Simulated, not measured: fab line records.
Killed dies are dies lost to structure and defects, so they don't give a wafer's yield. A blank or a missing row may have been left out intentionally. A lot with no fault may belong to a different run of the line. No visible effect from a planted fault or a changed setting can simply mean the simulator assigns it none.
What tool caused it? ; flow n5-finfet ; Sampling: 9 lots, 27 wafers, 5 of 1938 route steps

== WHAT EACH GAUGE READ, for each wafer ==
N5_DUMMY_GATE_THK_MEAS_05.
lot;measured;on;thk-nm (nm)
L818;day 2 17:14;film-metro-01;71.8 70.9 71.5
L819;day 3 01:16;film-metro-02;71.0 72.2 71.6
L821;day 3 15:02;film-metro-02;71.2 73.5 72.0
L825;day 4 14:31;film-metro-02;71.7 72.2 71.0
L827;day 4 22:41;film-metro-02;72.3 72.7 72.7
L828;day 5 07:08;film-metro-01;71.8 72.3 71.8
L829;day 5 15:04;film-metro-01;71.2 71.8 71.7
L838;day 7 18:54;film-metro-02;69.8 71.9 72.3
L839;day 8 02:27;film-metro-01;73.1 72.4 73.8

N5_BEOL_M4_RC_MEAS_101.
lot;measured;on;DIBL_N (mV/V);DIBL_P (mV/V);IOFF_N (nA/um);IOFF_P (nA/um);ION_N (uA/um);ION_P (uA/um);SS_N (mV/dec);SS_P (mV/dec);VT_N (mV);VT_P (mV)
L818;day 8 00:50;prober-02;35.3 36.9 34.4;35.2 37.2 33.8;0.137 0.162 0.120;0.175 0.197 0.152;660 679 660;453 461 450;71.3 71.8 70.7;73.1 73.7 72.3;250.9 249.6 254.1;-254.6 -255.0 -257.9
L819;day 8 15:58;prober-01;35.9 37.1 37.2;35.8 37.6 37.0;0.154 0.182 0.181;0.189 0.213 0.215;673 677 684;457 457 465;71.3 71.6 72.2;73.1 73.7 74.0;251.8 251.6 248.6;-254.4 -250.9 -250.2
L821;day 9 08:19;prober-01;37.3 35.1 38.7;37.6 34.8 39.2;0.186 0.148 0.218;0.275 0.214 0.307;672 670 690;470 469 478;72.6 71.1 73.0;73.6 72.8 73.3;245.2 250.7 246.7;-245.2 -248.0 -243.2
L825;day 10 09:09;prober-01;37.4 37.9 38.0;38.0 38.7 39.7;0.171 0.185 0.196;0.221 0.240 0.259;674 677 682;466 466 477;72.1 70.7 72.0;74.5 74.4 74.4;248.5 249.1 246.2;-248.4 -250.1 -249.4
L827;day 10 11:12;prober-02;35.7 37.4 37.4;35.8 38.7 38.2;0.135 0.173 0.169;0.180 0.224 0.213;675 684 686;460 471 464;71.3 71.7 71.9;73.6 73.5 73.1;253.1 247.8 247.4;-249.9 -248.1 -251.0
L828;day 10 20:38;prober-01;35.1 35.7 35.5;34.6 35.3 34.3;0.125 0.141 0.130;0.201 0.216 0.203;666 670 668;466 462 463;70.8 71.6 71.7;72.6 73.7 73.0;253.6 248.8 253.1;-245.9 -247.0 -245.9
L829;day 11 03:49;prober-01;35.8 34.1 34.7;35.2 32.7 34.5;0.141 0.116 0.120;0.200 0.167 0.191;670 649 654;462 450 464;71.3 70.6 70.8;73.0 72.7 73.3;252.4 257.0 253.8;-250.8 -254.7 -251.3
L838;day 13 21:12;prober-01;35.8 32.8 34.9;38.0 34.6 37.1;0.168 0.121 0.152;0.216 0.176 0.203;673 669 685;462 460 474;71.5 71.3 71.5;73.4 72.8 73.5;249.3 251.3 252.4;-252.6 -253.5 -249.4
L839;day 14 01:19;prober-02;37.1 36.4 36.6;38.5 37.5 37.4;0.190 0.170 0.165;0.239 0.215 0.209;690 691 679;472 468 462;71.4 71.4 71.7;74.4 74.6 73.0;247.0 248.6 249.0;-248.6 -250.0 -248.8

== EACH LOT AND THE TOOL THAT RAN IT (in order: tool; ch and the chambers of the sampled wafers; start) ==
lot;N5_DUMMY_GATE_DESCUM_20;N5_SD_EPI_N_COAT_33;N5_SD_EPI_N_ETCH_45
L818;rie-diel-04 ch 0,2, day 2 21:47;litho-track-03 ch 0, day 3 00:46;rie-diel-03 ch 0,1,2, day 3 01:38
L819;rie-diel-02 ch 0,2, day 3 06:09;litho-track-03 ch 0, day 3 08:38;rie-diel-03 ch 0,2, day 3 10:00
L821;rie-diel-01 ch 0,1,3, day 3 19:28;litho-track-01 ch 0, day 3 21:15;rie-diel-05 ch 0,2,3, day 3 22:13
L825;rie-diel-01 ch 0,3, day 4 19:04;litho-track-03 ch 0, day 4 21:46;rie-diel-05 ch 0,1,2, day 4 22:44
L827;rie-diel-02 ch 0,2, day 5 03:31;litho-track-03 ch 0, day 5 05:51;rie-diel-06 ch 0,2, day 5 06:49
L828;rie-diel-04 ch 0,2, day 5 11:41;litho-track-04 ch 0, day 5 13:35;rie-diel-05 ch 1,2, day 5 14:26
L829;rie-diel-04 ch 0,1, day 5 19:38;litho-track-03 ch 0, day 5 21:26;rie-diel-06 ch 0,1,2, day 5 22:34
L838;rie-diel-01 ch 1,2, day 7 23:29;litho-track-01 ch 0, day 8 01:27;rie-diel-06 ch 0,3, day 8 03:17
L839;rie-diel-01 ch 0,1,3, day 8 07:14;litho-track-04 ch 0, day 8 09:29;rie-diel-06 ch 0,2,3, day 8 11:37
- N5_DUMMY_GATE_DESCUM_20: chemistry O2, time 6.2 s.
- N5_SD_EPI_N_COAT_33: time 60 s, resist thk 35 nm.
- N5_SD_EPI_N_ETCH_45: etches SiOCN in CH3F/O2, target depth 6 nm.

== AS READ BY THE TOOLS THEMSELVES (means over the sampled wafers that have a number; for cases with no such wafer, the mark the record gives instead) ==
N5_DUMMY_GATE_DESCUM_20.
lot;tool;drypump-motor-current-A (A);o2-flow-sccm (sccm);oes-product-au (a.u.);rf-vpp-V (V);showerhead-plenum-p-Torr (Torr);throttle-valve-pct (%)
L818;rie-diel-04;5.1;225.2;0.76;244.4;2.18;20.38
L819;rie-diel-02;5.9;225.7;0.76;243.2;2.06;20.32
L821;rie-diel-01;5.6;224.9;0.78;243.4;2.10;20.42
L825;rie-diel-01;5.6;225.2;0.82;243.6;2.12;20.16
L827;rie-diel-02;5.9;225.3;0.75;241.9;2.06;20.34
L828;rie-diel-04;5.3;225.2;0.78;244.2;2.18;20.40
L829;rie-diel-04;5.1;225.0;0.83;243.0;2.08;20.46
L838;rie-diel-01;5.6;224.6;0.77;242.4;2.06;20.52
L839;rie-diel-01;5.7;225.1;0.73;242.8;2.08;20.47

N5_SD_EPI_N_COAT_33.
lot;tool;spin-speed-rpm (rpm)
L818;litho-track-03;1498.9
L819;litho-track-03;1498.6
L821;litho-track-01;1500.4
L825;litho-track-03;1500.7
L827;litho-track-03;1453.2
L828;litho-track-04;1499.2
L829;litho-track-03;1451.8
L838;litho-track-01;1499.0
L839;litho-track-04;1499.9

N5_SD_EPI_N_ETCH_45.
lot;tool;drypump-motor-current-A (A);oes-product-au (a.u.);rf-vpp-V (V);showerhead-plenum-p-Torr (Torr);throttle-valve-pct (%)
L818;rie-diel-03;5.9;0.75;128.5;1.97;23.48
L819;rie-diel-03;5.7;0.75;127.6;1.94;23.28
L821;rie-diel-05;5.5;0.71;126.4;1.89;23.50
L825;rie-diel-05;5.5;0.71;126.2;1.89;23.40
L827;rie-diel-06;6.0;0.81;126.8;1.94;23.18
L828;rie-diel-05;5.6;0.69;126.5;1.89;23.24
L829;rie-diel-06;5.8;0.85;127.3;2.01;23.17
L838;rie-diel-06;6.2;0.90;126.1;1.95;23.12
L839;rie-diel-06;6.2;0.91;126.7;1.95;23.12

== THE ANSWER, worked out from the rows above alone ==
Rule: what is usual is taken from the lots themselves. The widest of any qualifying gaps counts: lots, ordered by their means at a reading, are off when they make up no more than a third of the lots, leave a main group of 4 or more, and stand apart from it by 3 or more times the standard deviation of that group's means. Not used: any main group whose means are identical at the precision the tables above print for the reading. A lot without any number at a reading at which 4 lots or more have one is off too. Where the step has rows for the other lots, those lots are counted as sound. After the gauges, taken in route order, come the tools' own readings; for these a lot's mean is taken, as printed above. At the first step where some lot is off, the reading lying furthest off is the one used; lots without a number count as furthest.
Off, at N5_SD_EPI_N_COAT_33 on spin-speed-rpm: L827, L829. The main group has a mean of 1499.5 rpm with a standard deviation of 0.75.
A tool fits if, at that step or a process step before it, it ran every lot that is off, and no sound lot after the first of them. One fits: litho-track-03 at N5_SD_EPI_N_COAT_33. A fault onset in the window from L825 (day 4 21:46, its last sound lot) to L827 (day 5 05:51, its first lot off) fits.
On the lots that are off, the tool's own readings at N5_SD_EPI_N_COAT_33 differ by more than 5 times the standard deviation of the sound lots' means, which bears it out; spin-speed-rpm reads 1452.5 rpm there versus 1499.5 rpm on the sound lots.

== WHAT THE SIMULATOR HAD INSERTED ==
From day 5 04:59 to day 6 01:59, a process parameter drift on litho-track-03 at N5_SD_EPI_N_COAT_33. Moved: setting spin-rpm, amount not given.
Shown lots that were struck: L827, L829. This agrees with what the rule above found.
